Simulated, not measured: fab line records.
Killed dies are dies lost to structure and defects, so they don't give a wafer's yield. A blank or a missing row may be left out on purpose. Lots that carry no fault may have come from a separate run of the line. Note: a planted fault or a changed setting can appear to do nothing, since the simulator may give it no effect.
fab line records + flow nand_harc
record:
- lots: 24
- wafers: 72
- last_day: 25
route steps=1159 shown P_M0@273 P_M1@296 P_M2@341 P_BONDPAD@365
lots that met no fault: from a run of the same line without faults
start_h: hours from the record's first day to the start of the lot's first wafer shown + wait_h: how many hours have passed since the lot's step before this one + " unchanged from the row above + L1.1+2: a single row standing in for several wafers + - no value present, or no start provided + * or withheld: withheld + < > ~ a bound
route shown NAME@n: a module of which the file shows steps, and the number in the route of the first + usual: average and standard deviation across the fault-free wafers + same: alike in all rows + chamber/n: place in a boat + sites: per-site readings + _std_site: how widely they spread, as a standard deviation + _edge_site: outer sites' mean less inner sites' + radius_mm: how far each site lies from the wafer's centre + mask NAME#n: copy n + behind: the tool/chamber that last shaped the wafer + hold: reason for holding the lot/hours on hold/outcome of the hold + device: the transistor (n, p or np) that didn't switch + end of line: the tests these same wafers got at the end of their route + where a step has no rows: the recipe by itself + killed: count of dies lost to structure and defects at first sort (not the wafer's yield) + map: shows each die of a wafer: x if killed, . if not, _ if none is there
set.NAME: the setting as run; set.NAME@STEP: as run at that earlier step + model.NAME: the simulator's own value behind a step, which no gauge read
one table for each step of the route and one row for each wafer, over a sample of lots
services: a tool's chamber out of use, with start hour (start_h, from the record's first day; less than 0 if before it), hours out, and reason
== steps ==
step: NHARC_P_M0_PRE_CLEAN_29
recipe:
- time_s: 30
- temp_c: 280
- gas: H2/He
usual:
- heater_power_w: 404/33
| lot.wafer | tool           | chamber | start_h | wait_h | heater_power_w |
|-----------|----------------|---------|---------|--------|----------------|
| L074.3    | pvd_sputter-02 | -       | -       | -      | 417            |
| L074.1    | "              | -       | "       | "      | 406            |
| L074.6    | "              | -       | "       | "      | 428            |
| L075.3    | pvd_sputter-01 | -       | -       | -      | 396            |
| L075.2    | "              | -       | "       | "      | 350            |
| L075.5    | "              | -       | "       | "      | 403            |
| L077.3    | pvd_sputter-01 | -       | -       | -      | 362            |
| L077.4    | "              | -       | "       | "      | 352            |
| L077.6    | "              | -       | "       | "      | 411            |
| L076.2    | pvd_sputter-02 | -       | -       | -      | 416            |
| L076.4    | "              | -       | "       | "      | 417            |
| L076.6    | "              | -       | "       | "      | 412            |
| L079.3    | pvd_sputter-02 | -       | -       | -      | 386            |
| L079.2    | "              | -       | "       | "      | 427            |
| L079.4    | "              | -       | "       | "      | 410            |
| L078.4    | pvd_sputter-03 | -       | -       | -      | 475            |
| L078.2    | "              | -       | "       | "      | 385            |
| L078.5    | "              | -       | "       | "      | 393            |
| L080.3    | pvd_sputter-03 | -       | -       | -      | 391            |
| L080.2    | "              | -       | "       | "      | 471            |
| L080.5    | "              | -       | "       | "      | 391            |
| L081.1    | pvd_sputter-01 | -       | -       | -      | 352            |
| L081.3    | "              | -       | "       | "      | 408            |
| L081.5    | "              | -       | "       | "      | 358            |
| L082.3    | pvd_sputter-02 | -       | -       | -      | 417            |
| L082.1    | "              | -       | "       | "      | 415            |
| L082.5    | "              | -       | "       | "      | 369            |
| L084.4    | pvd_sputter-01 | -       | -       | -      | 359            |
| L084.3    | "              | -       | "       | "      | 378            |
| L084.6    | "              | -       | "       | "      | 397            |
| L083.1    | pvd_sputter-02 | -       | -       | -      | 414            |
| L083.3    | "              | -       | "       | "      | 377            |
| L083.6    | "              | -       | "       | "      | 430            |
| L085.4    | pvd_sputter-03 | -       | -       | -      | 398            |
| L085.2    | "              | -       | "       | "      | 465            |
| L085.1    | "              | -       | "       | "      | 386            |
| L087.2    | pvd_sputter-02 | -       | -       | -      | 429            |
| L087.3    | "              | -       | "       | "      | 421            |
| L087.5    | "              | -       | "       | "      | 417            |
| L086.1    | pvd_sputter-03 | -       | -       | -      | 467            |
| L086.3    | "              | -       | "       | "      | 390            |
| L086.6    | "              | -       | "       | "      | 476            |
| L088.4    | pvd_sputter-01 | -       | -       | -      | 385            |
| L088.2    | "              | -       | "       | "      | 388            |
| L088.5    | "              | -       | "       | "      | 387            |
| L089.1    | pvd_sputter-01 | -       | -       | -      | 398            |
| L089.3    | "              | -       | "       | "      | 360            |
| L089.6    | "              | -       | "       | "      | 395            |
| L090.2    | pvd_sputter-01 | -       | -       | -      | 393            |
| L090.5    | "              | -       | "       | "      | 367            |
| L090.6    | "              | -       | "       | "      | 390            |
| L091.3    | pvd_sputter-01 | -       | -       | -      | 386            |
| L091.1    | "              | -       | "       | "      | 391            |
| L091.6    | "              | -       | "       | "      | 394            |
| L092.1    | pvd_sputter-03 | -       | -       | -      | 395            |
| L092.4    | "              | -       | "       | "      | 399            |
| L092.3    | "              | -       | "       | "      | 473            |
| L093.1    | pvd_sputter-01 | -       | -       | -      | 387            |
| L093.5    | "              | -       | "       | "      | 368            |
| L093.6    | "              | -       | "       | "      | 385            |
| L095.1    | pvd_sputter-03 | -       | -       | -      | 473            |
| L095.4    | "              | -       | "       | "      | 397            |
| L095.3    | "              | -       | "       | "      | 394            |
| L094.2    | pvd_sputter-01 | -       | -       | -      | 376            |
| L094.1    | "              | -       | "       | "      | 374            |
| L094.4    | "              | -       | "       | "      | 397            |
| L096.2    | pvd_sputter-02 | -       | -       | -      | 403            |
| L096.5    | "              | -       | "       | "      | 410            |
| L096.6    | "              | -       | "       | "      | 402            |
| L097.2    | pvd_sputter-03 | -       | -       | -      | 403            |
| L097.4    | "              | -       | "       | "      | 474            |
| L097.5    | "              | -       | "       | "      | 458            |
step: NHARC_P_M1_OVL_MEAS_10
recipe:
- pitch_nm: 260
usual:
- overlay_x_nm: 0.1/0.84
- overlay_y_nm: 0.1/0.75
| lot.wafer | tool       | chamber | start_h | wait_h | overlay_x_nm | overlay_y_nm |
|-----------|------------|---------|---------|--------|--------------|--------------|
| L074.1    | overlay-01 | -       | 112.09  | -      | -0.2         | 0.2          |
| L074.3    | "          | -       | "       | "      | -0.5         | -0.1         |
| L074.6    | "          | -       | "       | "      | -0.3         | 0.0          |
| L075.2    | overlay-01 | -       | 130.88  | -      | -0.2         | 1.0          |
| L075.3    | "          | -       | "       | "      | -0.3         | 0.9          |
| L075.5    | "          | -       | "       | "      | -0.1         | 1.0          |
| L077.3    | overlay-01 | -       | 133.96  | -      | -0.3         | -0.6         |
| L077.4    | "          | -       | "       | "      | -0.4         | -0.4         |
| L077.6    | "          | -       | "       | "      | -0.6         | -1.1         |
| L076.2    | overlay-01 | -       | 134.76  | -      | 0.0          | -0.8         |
| L076.4    | "          | -       | "       | "      | 0.2          | -1.0         |
| L076.6    | "          | -       | "       | "      | -0.1         | -1.0         |
| L079.2    | overlay-02 | -       | 144.70  | -      | 0.6          | -0.3         |
| L079.3    | "          | -       | "       | "      | 0.7          | -1.0         |
| L079.4    | "          | -       | "       | "      | 0.5          | -0.7         |
| L078.2    | overlay-02 | -       | 145.04  | -      | 0.6          | 0.2          |
| L078.4    | "          | -       | "       | "      | 0.8          | 0.7          |
| L078.5    | "          | -       | "       | "      | 0.7          | -0.1         |
| L080.2    | overlay-01 | -       | 157.62  | -      | 0.5          | -1.3         |
| L080.3    | "          | -       | "       | "      | 0.4          | -1.2         |
| L080.5    | "          | -       | "       | "      | 0.7          | -1.2         |
| L081.1    | overlay-01 | -       | 160.09  | -      | 1.3          | -0.4         |
| L081.3    | "          | -       | "       | "      | 1.1          | -0.7         |
| L081.5    | "          | -       | "       | "      | 1.2          | -0.4         |
| L082.1    | overlay-01 | -       | 170.51  | -      | -0.9         | 1.5          |
| L082.3    | "          | -       | "       | "      | -0.8         | 0.7          |
| L082.5    | "          | -       | "       | "      | -0.3         | 1.6          |
| L084.3    | overlay-01 | -       | 185.25  | -      | -0.6         | 0.1          |
| L084.4    | "          | -       | "       | "      | -1.2         | -0.5         |
| L084.6    | "          | -       | "       | "      | -1.0         | 0.1          |
| L083.1    | overlay-02 | -       | 185.83  | -      | -0.4         | -0.4         |
| L083.3    | "          | -       | "       | "      | -0.3         | -0.7         |
| L083.6    | "          | -       | "       | "      | -0.2         | -0.7         |
| L085.1    | overlay-02 | -       | 200.73  | -      | 0.2          | 0.4          |
| L085.2    | "          | -       | "       | "      | 0.6          | 0.3          |
| L085.4    | "          | -       | "       | "      | 0.7          | 0.4          |
| L087.2    | overlay-01 | -       | 206.48  | -      | -0.1         | 1.1          |
| L087.3    | "          | -       | "       | "      | -0.3         | 1.1          |
| L087.5    | "          | -       | "       | "      | -0.1         | 1.0          |
| L086.1    | overlay-02 | -       | 207.37  | -      | 2.1          | 1.7          |
| L086.3    | "          | -       | "       | "      | 1.8          | 1.0          |
| L086.6    | "          | -       | "       | "      | 1.4          | 1.4          |
| L088.2    | overlay-02 | -       | 210.15  | -      | -0.9         | 1.2          |
| L088.4    | "          | -       | "       | "      | -0.4         | 1.5          |
| L088.5    | "          | -       | "       | "      | -0.4         | 1.6          |
| L089.1    | overlay-01 | -       | 222.06  | -      | -0.1         | 0.2          |
| L089.3    | "          | -       | "       | "      | -0.2         | 0.2          |
| L089.6    | "          | -       | "       | "      | -0.2         | 0.4          |
| L090.2    | overlay-02 | -       | 223.60  | -      | -0.5         | 0.9          |
| L090.5    | "          | -       | "       | "      | -0.8         | 0.6          |
| L090.6    | "          | -       | "       | "      | -0.9         | 1.2          |
| L091.1    | overlay-02 | -       | 225.83  | -      | 0.2          | 0.0          |
| L091.3    | "          | -       | "       | "      | -0.5         | 0.4          |
| L091.6    | "          | -       | "       | "      | -0.2         | 0.0          |
| L092.1    | overlay-01 | -       | 226.08  | -      | -0.6         | 0.5          |
| L092.3    | "          | -       | "       | "      | -0.2         | 0.7          |
| L092.4    | "          | -       | "       | "      | 0.2          | 0.6          |
| L093.1    | overlay-01 | -       | 237.42  | -      | 0.4          | 0.8          |
| L093.5    | "          | -       | "       | "      | 1.1          | 0.7          |
| L093.6    | "          | -       | "       | "      | 1.0          | 0.3          |
| L095.1    | overlay-01 | -       | 238.09  | -      | -0.4         | -0.7         |
| L095.3    | "          | -       | "       | "      | -1.2         | -1.0         |
| L095.4    | "          | -       | "       | "      | -1.0         | -0.8         |
| L094.1    | overlay-01 | -       | 238.54  | -      | -0.8         | -0.7         |
| L094.2    | "          | -       | "       | "      | -0.8         | -0.1         |
| L094.4    | "          | -       | "       | "      | -0.4         | -0.4         |
| L096.2    | overlay-01 | -       | 249.78  | -      | 0.8          | 0.3          |
| L096.5    | "          | -       | "       | "      | 0.8          | 0.6          |
| L096.6    | "          | -       | "       | "      | 0.4          | 0.6          |
| L097.2    | overlay-02 | -       | 252.87  | -      | 2.1          | -1.0         |
| L097.4    | "          | -       | "       | "      | 2.0          | -0.2         |
| L097.5    | "          | -       | "       | "      | 1.7          | -0.7         |
step: NHARC_P_M2_PVD_21
recipe:
- target_thk_a: 300
- chamber_pressure_pa: 5
- power_w: 5000
- substrate_temp_c: 30
- time_s: 20.49
- material: Cu
usual:
- throttle_valve_pct: 29.6/1.3
| lot.wafer | tool           | chamber | start_h | wait_h | throttle_valve_pct |
|-----------|----------------|---------|---------|--------|--------------------|
| L074.1    | pvd_sputter-02 | -       | -       | -      | 30.0               |
| L074.3    | "              | -       | "       | "      | 32.2               |
| L074.6    | "              | -       | "       | "      | 30.1               |
| L075.2    | pvd_sputter-03 | -       | -       | -      | 29.5               |
| L075.3    | "              | -       | "       | "      | 27.6               |
| L075.5    | "              | -       | "       | "      | 31.3               |
| L077.4    | pvd_sputter-02 | -       | -       | -      | 31.8               |
| L077.3    | "              | -       | "       | "      | 28.1               |
| L077.6    | "              | -       | "       | "      | 29.5               |
| L076.2    | pvd_sputter-03 | -       | -       | -      | 30.5               |
| L076.4    | "              | -       | "       | "      | 29.3               |
| L076.6    | "              | -       | "       | "      | 30.7               |
| L079.2    | pvd_sputter-03 | -       | -       | -      | 29.4               |
| L079.4    | "              | -       | "       | "      | 30.5               |
| L079.3    | "              | -       | "       | "      | 31.3               |
| L078.2    | pvd_sputter-02 | -       | -       | -      | 28.4               |
| L078.4    | "              | -       | "       | "      | 30.1               |
| L078.5    | "              | -       | "       | "      | 31.9               |
| L080.2    | pvd_sputter-02 | -       | -       | -      | 28.4               |
| L080.3    | "              | -       | "       | "      | 29.4               |
| L080.5    | "              | -       | "       | "      | 28.1               |
| L081.1    | pvd_sputter-02 | -       | -       | -      | 32.0               |
| L081.3    | "              | -       | "       | "      | 30.2               |
| L081.5    | "              | -       | "       | "      | 31.9               |
| L082.1    | pvd_sputter-02 | -       | -       | -      | 29.2               |
| L082.3    | "              | -       | "       | "      | 31.9               |
| L082.5    | "              | -       | "       | "      | 29.4               |
| L084.3    | pvd_sputter-03 | -       | -       | -      | 27.4               |
| L084.4    | "              | -       | "       | "      | 29.4               |
| L084.6    | "              | -       | "       | "      | 27.6               |
| L083.1    | pvd_sputter-01 | -       | -       | -      | 28.9               |
| L083.3    | "              | -       | "       | "      | 29.9               |
| L083.6    | "              | -       | "       | "      | 29.1               |
| L085.2    | pvd_sputter-01 | -       | -       | -      | 28.9               |
| L085.4    | "              | -       | "       | "      | 29.7               |
| L085.1    | "              | -       | "       | "      | 27.1               |
| L087.2    | pvd_sputter-03 | -       | -       | -      | 27.5               |
| L087.3    | "              | -       | "       | "      | 30.6               |
| L087.5    | "              | -       | "       | "      | 27.5               |
| L086.1    | pvd_sputter-03 | -       | -       | -      | 30.6               |
| L086.3    | "              | -       | "       | "      | 27.5               |
| L086.6    | "              | -       | "       | "      | 29.8               |
| L088.4    | pvd_sputter-03 | -       | -       | -      | 31.1               |
| L088.2    | "              | -       | "       | "      | 30.5               |
| L088.5    | "              | -       | "       | "      | 31.2               |
| L089.1    | pvd_sputter-01 | -       | -       | -      | 27.2               |
| L089.3    | "              | -       | "       | "      | 29.4               |
| L089.6    | "              | -       | "       | "      | 27.3               |
| L090.2    | pvd_sputter-02 | -       | -       | -      | 29.6               |
| L090.5    | "              | -       | "       | "      | 28.0               |
| L090.6    | "              | -       | "       | "      | 29.7               |
| L091.3    | pvd_sputter-03 | -       | -       | -      | 30.8               |
| L091.1    | "              | -       | "       | "      | 27.5               |
| L091.6    | "              | -       | "       | "      | 31.1               |
| L092.4    | pvd_sputter-02 | -       | -       | -      | 29.7               |
| L092.1    | "              | -       | "       | "      | 31.7               |
| L092.3    | "              | -       | "       | "      | 27.9               |
| L093.1    | pvd_sputter-02 | -       | -       | -      | 29.6               |
| L093.6    | "              | -       | "       | "      | 28.8               |
| L093.5    | "              | -       | "       | "      | 31.7               |
| L095.3    | pvd_sputter-03 | -       | -       | -      | 30.3               |
| L095.4    | "              | -       | "       | "      | 27.7               |
| L095.1    | "              | -       | "       | "      | 29.6               |
| L094.1    | pvd_sputter-01 | -       | -       | -      | 29.0               |
| L094.4    | "              | -       | "       | "      | 30.0               |
| L094.2    | "              | -       | "       | "      | 30.1               |
| L096.2    | pvd_sputter-02 | -       | -       | -      | 29.1               |
| L096.5    | "              | -       | "       | "      | 29.4               |
| L096.6    | "              | -       | "       | "      | 29.1               |
| L097.2    | pvd_sputter-02 | -       | -       | -      | 28.1               |
| L097.4    | "              | -       | "       | "      | 29.4               |
| L097.5    | "              | -       | "       | "      | 29.1               |
step: NHARC_P_M2_THK_MEAS_24
recipe:
- thk_meas_gauge: xrf
usual:
- thk_nm: 144.1/1.5
| lot.wafer | tool          | chamber | start_h | wait_h | thk_nm |
|-----------|---------------|---------|---------|--------|--------|
| L074.1    | film_metro-01 | -       | 118.72  | -      | 145.3  |
| L074.3    | "             | -       | "       | "      | 142.2  |
| L074.6    | "             | -       | "       | "      | 144.0  |
| L075.2    | film_metro-01 | -       | 137.58  | -      | 144.4  |
| L075.3    | "             | -       | "       | "      | 146.5  |
| L075.5    | "             | -       | "       | "      | 145.3  |
| L077.3    | film_metro-02 | -       | 140.98  | -      | 145.1  |
| L077.4    | "             | -       | "       | "      | 146.7  |
| L077.6    | "             | -       | "       | "      | 145.9  |
| L076.2    | film_metro-01 | -       | 141.52  | -      | 143.1  |
| L076.4    | "             | -       | "       | "      | 142.7  |
| L076.6    | "             | -       | "       | "      | 145.0  |
| L079.2    | film_metro-01 | -       | 151.65  | -      | 144.1  |
| L079.3    | "             | -       | "       | "      | 146.1  |
| L079.4    | "             | -       | "       | "      | 142.9  |
| L078.2    | film_metro-01 | -       | 151.96  | -      | 145.7  |
| L078.4    | "             | -       | "       | "      | 145.9  |
| L078.5    | "             | -       | "       | "      | 142.0  |
| L080.2    | film_metro-01 | -       | 164.74  | -      | 145.0  |
| L080.3    | "             | -       | "       | "      | 145.5  |
| L080.5    | "             | -       | "       | "      | 144.2  |
| L081.1    | film_metro-01 | -       | 166.93  | -      | 146.6  |
| L081.3    | "             | -       | "       | "      | 143.0  |
| L081.5    | "             | -       | "       | "      | 143.9  |
| L082.1    | film_metro-02 | -       | 177.48  | -      | 143.9  |
| L082.3    | "             | -       | "       | "      | 142.7  |
| L082.5    | "             | -       | "       | "      | 144.6  |
| L084.3    | film_metro-01 | -       | 191.93  | -      | 141.2  |
| L084.4    | "             | -       | "       | "      | 139.5  |
| L084.6    | "             | -       | "       | "      | 141.0  |
| L083.1    | film_metro-02 | -       | 192.56  | -      | 141.4  |
| L083.3    | "             | -       | "       | "      | 143.3  |
| L083.6    | "             | -       | "       | "      | 143.9  |
| L085.1    | film_metro-01 | -       | 207.57  | -      | 144.8  |
| L085.2    | "             | -       | "       | "      | 145.5  |
| L085.4    | "             | -       | "       | "      | 145.3  |
| L087.2    | film_metro-02 | -       | 213.26  | -      | 143.1  |
| L087.3    | "             | -       | "       | "      | 142.4  |
| L087.5    | "             | -       | "       | "      | 144.0  |
| L086.1    | film_metro-01 | -       | 214.50  | -      | 143.6  |
| L086.3    | "             | -       | "       | "      | 145.9  |
| L086.6    | "             | -       | "       | "      | 144.1  |
| L088.2    | film_metro-01 | -       | 216.90  | -      | 146.9  |
| L088.4    | "             | -       | "       | "      | 142.8  |
| L088.5    | "             | -       | "       | "      | 140.7  |
| L089.1    | film_metro-02 | -       | 229.04  | -      | 144.1  |
| L089.3    | "             | -       | "       | "      | 144.3  |
| L089.6    | "             | -       | "       | "      | 145.4  |
| L090.2    | film_metro-02 | -       | 230.54  | -      | 142.3  |
| L090.5    | "             | -       | "       | "      | 144.2  |
| L090.6    | "             | -       | "       | "      | 143.7  |
| L091.1    | film_metro-02 | -       | 232.82  | -      | 140.6  |
| L091.3    | "             | -       | "       | "      | 141.6  |
| L091.6    | "             | -       | "       | "      | 143.3  |
| L092.1    | film_metro-02 | -       | 233.21  | -      | 145.5  |
| L092.3    | "             | -       | "       | "      | 144.1  |
| L092.4    | "             | -       | "       | "      | 143.1  |
| L093.1    | film_metro-02 | -       | 244.04  | -      | 142.5  |
| L093.5    | "             | -       | "       | "      | 144.6  |
| L093.6    | "             | -       | "       | "      | 143.8  |
| L095.1    | film_metro-01 | -       | 244.71  | -      | 144.7  |
| L095.3    | "             | -       | "       | "      | 143.1  |
| L095.4    | "             | -       | "       | "      | 141.8  |
| L094.1    | film_metro-02 | -       | 245.32  | -      | 144.6  |
| L094.2    | "             | -       | "       | "      | 142.2  |
| L094.4    | "             | -       | "       | "      | 143.1  |
| L096.2    | film_metro-01 | -       | 257.07  | -      | 146.1  |
| L096.5    | "             | -       | "       | "      | 144.2  |
| L096.6    | "             | -       | "       | "      | 144.5  |
| L097.2    | film_metro-02 | -       | 259.77  | -      | 144.6  |
| L097.4    | "             | -       | "       | "      | 144.3  |
| L097.5    | "             | -       | "       | "      | 146.2  |
step: NHARC_P_M2_PRE_CLEAN_32
recipe:
- time_s: 12
- temp_c: 370
- rf_power_w: 300
- gas: NH3
usual:
- heater_power_w: 658/57
| lot.wafer | tool     | chamber | start_h | wait_h | heater_power_w |
|-----------|----------|---------|---------|--------|----------------|
| L074.1    | pecvd-02 | 1       | 119.04  | 0.2    | 719            |
| L074.3    | "        | 2       | "       | "      | 564            |
| L074.6    | "        | 0       | "       | "      | 643            |
| L075.2    | pecvd-02 | 0       | 137.80  | 0.1    | 639            |
| L075.3    | "        | 1       | "       | "      | 719            |
| L075.5    | "        | 2       | "       | "      | 613            |
| L077.3    | pecvd-02 | 1       | 141.21  | 0.1    | 699            |
| L077.6    | "        | 1       | "       | "      | 710            |
| L077.4    | "        | 2       | "       | "      | 587            |
| L076.2    | pecvd-04 | 2       | 141.77  | 0.1    | 632            |
| L076.4    | "        | 0       | "       | "      | 667            |
| L076.6    | "        | 2       | "       | "      | 614            |
| L079.2    | pecvd-04 | 2       | 151.87  | 0.1    | 634            |
| L079.3    | "        | 0       | "       | "      | 660            |
| L079.4    | "        | 2       | "       | "      | 607            |
| L078.2    | pecvd-03 | 1       | 152.19  | 0.1    | 668            |
| L078.5    | "        | 1       | "       | "      | 663            |
| L078.4    | "        | 2       | "       | "      | 743            |
| L080.2    | pecvd-04 | 2       | 164.96  | 0.1    | 614            |
| L080.3    | "        | 1       | "       | "      | 770            |
| L080.5    | "        | 1       | "       | "      | 771            |
| L081.1    | pecvd-02 | 0       | 167.15  | 0.1    | 687            |
| L081.3    | "        | 2       | "       | "      | 626            |
| L081.5    | "        | 1       | "       | "      | 625            |
| L082.3    | pecvd-02 | 1       | 177.71  | 0.1    | 726            |
| L082.1    | "        | 2       | "       | "      | 589            |
| L082.5    | "        | 2       | "       | "      | 576            |
| L084.3    | pecvd-04 | 2       | 192.21  | 0.1    | 601            |
| L084.6    | "        | 0       | "       | "      | 658            |
| L084.4    | "        | 1       | "       | "      | 771            |
| L083.1    | pecvd-02 | 0       | 192.79  | 0.1    | 679            |
| L083.3    | "        | 1       | "       | "      | 635            |
| L083.6    | "        | 0       | "       | "      | 675            |
| L085.1    | pecvd-02 | 1       | 207.79  | 0.1    | 722            |
| L085.2    | "        | 2       | "       | "      | 616            |
| L085.4    | "        | 1       | "       | "      | 708            |
| L087.3    | pecvd-03 | 1       | 213.48  | 0.1    | 620            |
| L087.2    | "        | 2       | "       | "      | 629            |
| L087.5    | "        | 1       | "       | "      | 620            |
| L086.1    | pecvd-02 | 0       | 214.72  | 0.1    | 632            |
| L086.3    | "        | 2       | "       | "      | 650            |
| L086.6    | "        | 1       | "       | "      | 628            |
| L088.2    | pecvd-04 | 2       | 217.14  | 0.1    | 599            |
| L088.4    | "        | 2       | "       | "      | 597            |
| L088.5    | "        | 0       | "       | "      | 626            |
| L089.3    | pecvd-03 | 0       | 229.30  | 0.1    | 748            |
| L089.1    | "        | 1       | "       | "      | 566            |
| L089.6    | "        | 0       | "       | "      | 724            |
| L090.2    | pecvd-02 | 1       | 230.94  | 0.2    | 653            |
| L090.6    | "        | 2       | "       | "      | 603            |
| L090.5    | "        | 0       | "       | "      | 682            |
| L091.3    | pecvd-02 | 0       | 233.04  | 0.1    | 657            |
| L091.1    | "        | 2       | "       | "      | 610            |
| L091.6    | "        | 0       | "       | "      | 676            |
| L092.3    | pecvd-04 | 1       | 233.71  | 0.3    | 658            |
| L092.1    | "        | 2       | "       | "      | 554            |
| L092.4    | "        | 0       | "       | "      | 713            |
| L093.1    | pecvd-02 | 2       | 244.28  | 0.1    | 650            |
| L093.5    | "        | 2       | "       | "      | 637            |
| L093.6    | "        | 0       | "       | "      | 633            |
| L095.1    | pecvd-02 | 2       | 244.98  | 0.1    | 591            |
| L095.3    | "        | 0       | "       | "      | 603            |
| L095.4    | "        | 1       | "       | "      | 711            |
| L094.2    | pecvd-02 | 0       | 245.71  | 0.2    | 671            |
| L094.1    | "        | 2       | "       | "      | 559            |
| L094.4    | "        | 1       | "       | "      | 709            |
| L096.2    | pecvd-03 | 0       | 257.33  | 0.1    | 717            |
| L096.5    | "        | 2       | "       | "      | 711            |
| L096.6    | "        | 1       | "       | "      | 581            |
| L097.2    | pecvd-02 | 0       | 260.02  | 0.1    | 664            |
| L097.5    | "        | 1       | "       | "      | 675            |
| L097.4    | "        | 0       | "       | "      | 658            |
step: NHARC_P_BONDPAD_OVL_MEAS_38
usual:
- overlay_x_nm: -1/6.3
- overlay_y_nm: 0/5.7
| lot.wafer | tool       | chamber | start_h | wait_h | overlay_x_nm | overlay_y_nm |
|-----------|------------|---------|---------|--------|--------------|--------------|
| L074.1    | overlay-01 | -       | 120.71  | -      | -1           | -6           |
| L074.3    | "          | -       | "       | "      | 0            | -6           |
| L074.6    | "          | -       | "       | "      | -1           | -6           |
| L075.2    | overlay-01 | -       | 139.59  | -      | 12           | 3            |
| L075.3    | "          | -       | "       | "      | 11           | 3            |
| L075.5    | "          | -       | "       | "      | 12           | 3            |
| L077.3    | overlay-01 | -       | 142.88  | -      | 8            | -3           |
| L077.4    | "          | -       | "       | "      | 8            | -3           |
| L077.6    | "          | -       | "       | "      | 8            | -3           |
| L076.2    | overlay-01 | -       | 143.55  | -      | -1           | 0            |
| L076.4    | "          | -       | "       | "      | -1           | 1            |
| L076.6    | "          | -       | "       | "      | -2           | 0            |
| L079.2    | overlay-02 | -       | 153.65  | -      | 4            | 6            |
| L079.3    | "          | -       | "       | "      | 4            | 6            |
| L079.4    | "          | -       | "       | "      | 4            | 6            |
| L078.2    | overlay-02 | -       | 153.97  | -      | -10          | 3            |
| L078.4    | "          | -       | "       | "      | -10          | 3            |
| L078.5    | "          | -       | "       | "      | -10          | 3            |
| L080.2    | overlay-02 | -       | 166.76  | -      | 2            | 9            |
| L080.3    | "          | -       | "       | "      | 2            | 8            |
| L080.5    | "          | -       | "       | "      | 2            | 8            |
| L081.1    | overlay-02 | -       | 168.96  | -      | -11          | -6           |
| L081.3    | "          | -       | "       | "      | -11          | -6           |
| L081.5    | "          | -       | "       | "      | -10          | -7           |
| L082.1    | overlay-01 | -       | 179.50  | -      | -3           | -5           |
| L082.3    | "          | -       | "       | "      | -4           | -5           |
| L082.5    | "          | -       | "       | "      | -3           | -5           |
| L084.3    | overlay-01 | -       | 193.84  | -      | -6           | 7            |
| L084.4    | "          | -       | "       | "      | -6           | 8            |
| L084.6    | "          | -       | "       | "      | -7           | 7            |
| L083.1    | overlay-02 | -       | 194.63  | -      | 0            | 2            |
| L083.3    | "          | -       | "       | "      | 0            | 3            |
| L083.6    | "          | -       | "       | "      | 0            | 2            |
| L085.1    | overlay-01 | -       | 209.49  | -      | 6            | -2           |
| L085.2    | "          | -       | "       | "      | 6            | -3           |
| L085.4    | "          | -       | "       | "      | 6            | -2           |
| L087.2    | overlay-02 | -       | 215.33  | -      | -5           | -4           |
| L087.3    | "          | -       | "       | "      | -6           | -4           |
| L087.5    | "          | -       | "       | "      | -6           | -5           |
| L086.1    | overlay-02 | -       | 216.54  | -      | 3            | 10           |
| L086.3    | "          | -       | "       | "      | 2            | 11           |
| L086.6    | "          | -       | "       | "      | 3            | 11           |
| L088.2    | overlay-02 | -       | 218.94  | -      | -7           | 1            |
| L088.4    | "          | -       | "       | "      | -7           | 1            |
| L088.5    | "          | -       | "       | "      | -7           | 1            |
| L089.1    | overlay-02 | -       | 231.11  | -      | -4           | -7           |
| L089.3    | "          | -       | "       | "      | -4           | -7           |
| L089.6    | "          | -       | "       | "      | -4           | -6           |
| L090.2    | overlay-01 | -       | 232.76  | -      | 2            | 7            |
| L090.5    | "          | -       | "       | "      | 1            | 7            |
| L090.6    | "          | -       | "       | "      | 2            | 7            |
| L091.1    | overlay-02 | -       | 234.76  | -      | -10          | -2           |
| L091.3    | "          | -       | "       | "      | -11          | -3           |
| L091.6    | "          | -       | "       | "      | -10          | -3           |
| L092.1    | overlay-02 | -       | 235.52  | -      | -4           | 1            |
| L092.3    | "          | -       | "       | "      | -4           | 1            |
| L092.4    | "          | -       | "       | "      | -5           | 1            |
| L093.1    | overlay-02 | -       | 246.19  | -      | -5           | 2            |
| L093.5    | "          | -       | "       | "      | -5           | 1            |
| L093.6    | "          | -       | "       | "      | -5           | 2            |
| L095.1    | overlay-01 | -       | 246.75  | -      | 5            | 2            |
| L095.3    | "          | -       | "       | "      | 5            | 1            |
| L095.4    | "          | -       | "       | "      | 4            | 1            |
| L094.1    | overlay-01 | -       | 247.53  | -      | 8            | -4           |
| L094.2    | "          | -       | "       | "      | 8            | -4           |
| L094.4    | "          | -       | "       | "      | 8            | -4           |
| L096.2    | overlay-02 | -       | 259.14  | -      | 9            | -14          |
| L096.5    | "          | -       | "       | "      | 9            | -14          |
| L096.6    | "          | -       | "       | "      | 9            | -14          |
| L097.2    | overlay-01 | -       | 261.80  | -      | -2           | -4           |
| L097.4    | "          | -       | "       | "      | -1           | -3           |
| L097.5    | "          | -       | "       | "      | -2           | -3           |
== services ==
| tool           | chamber | start_h | hours | kind       |
|----------------|---------|---------|-------|------------|
| pecvd-02       | 1       | 88.86   | 2.1   | repair     |
| pvd_sputter-02 | -       | 90.23   | 2.6   | repair     |
| pecvd-03       | -       | 97.92   | 1.0   | repair     |
| pvd_sputter-03 | -       | 102.00  | 10.0  | pm         |
| pecvd-03       | -       | 111.08  | 13.0  | pm         |
| pecvd-02       | -       | 145.40  | 0.4   | repair     |
| pecvd-04       | -       | 146.80  | 1.5   | repair     |
| pecvd-02       | -       | 153.00  | 13.0  | pm         |
| pecvd-02       | 0       | 153.00  | 13.0  | vent_cycle |
| pecvd-02       | 1       | 153.00  | 13.0  | vent_cycle |
| pecvd-02       | 2       | 153.00  | 13.0  | vent_cycle |
| pvd_sputter-01 | -       | 158.00  | 10.0  | pm         |
| pecvd-03       | 0       | 159.91  | 1.9   | repair     |
| pecvd-02       | 0       | 166.00  | -     | clean      |
| pecvd-02       | 1       | 166.00  | -     | clean      |
| pecvd-02       | 2       | 166.00  | -     | clean      |
| pecvd-02       | -       | 190.39  | 1.8   | repair     |
| pecvd-04       | -       | 195.16  | 13.0  | pm         |
| pecvd-04       | 0       | 195.16  | 13.0  | vent_cycle |
| pecvd-04       | 1       | 195.16  | 13.0  | vent_cycle |
| pecvd-04       | 2       | 195.16  | 13.0  | vent_cycle |
| pvd_sputter-01 | -       | 210.12  | 1.1   | repair     |
| pvd_sputter-02 | -       | 214.00  | 10.0  | pm         |
| pecvd-02       | 0       | 223.33  | 5.0   | repair     |
== key ==
fault none
